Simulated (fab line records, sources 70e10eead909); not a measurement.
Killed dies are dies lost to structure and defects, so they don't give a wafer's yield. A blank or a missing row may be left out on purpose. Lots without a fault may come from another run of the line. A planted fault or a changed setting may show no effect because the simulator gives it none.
Chamber matching | flow nand_harc | NHARC_A_STAIRCASE_TRIM_229 on rie_diel-06: 4 sister chambers
The step chemistry O2, time 211.2 s. 8 wafers are shown with their chamber, then 7 later ones without.

WAFERS WITH THEIR CHAMBER
wafer  | chamber | showerhead_plenum_p_Torr (Torr) | drypump_motor_current_A (A)
L080.5 | 2       | 3.55                            | 6.2
L084.3 | 3       | 3.51                            | 5.3
L084.6 | 3       | 3.51                            | 5.3
L086.2 | 2       | 3.54                            | 6.3
L086.5 | 0       | 3.39                            | 5.3
L086.6 | 1       | 3.27                            | 5.6
L085.3 | 1       | 3.27                            | 5.6
L085.4 | 0       | 3.39                            | 5.2

WAFERS WITHOUT THEIR CHAMBER
wafer  | showerhead_plenum_p_Torr (Torr) | drypump_motor_current_A (A)
L085.5 | 3.27                            | 5.6
L088.1 | 3.53                            | 6.3
L088.3 | 3.38                            | 5.3
L088.6 | 3.38                            | 5.3
L095.2 | 3.52                            | 6.2
L095.4 | 3.49                            | 5.3
L095.5 | 3.79                            | 5.6

WHICH CHAMBER EACH WENT THROUGH
wafer  | from the rows above | in truth
L085.5 | 1                   | 1
L088.1 | 2                   | 2
L088.3 | 0                   | 0
L088.6 | 0                   | 0
L095.2 | 2                   | 2
L095.4 | 3                   | 3
L095.5 | 2                   | 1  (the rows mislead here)
Placed correctly: 6 of 7. Can't be placed from these rows: 0. Placed wrongly: 1.
How it was worked out, from the rows above alone: a wafer's distance from a chamber is the root of the sum, over the readings, of the square of ((its reading less the chamber's mean) divided by the reading's scatter). The wafer belongs to the nearest chamber; if the next one is less than 2 further off, it can't be placed. A chamber's mean is the mean of its shown wafers. The scatter: the root of (the sum of the squares of (reading less its chamber's mean) over the shown wafers, divided by (wafers less chambers)).
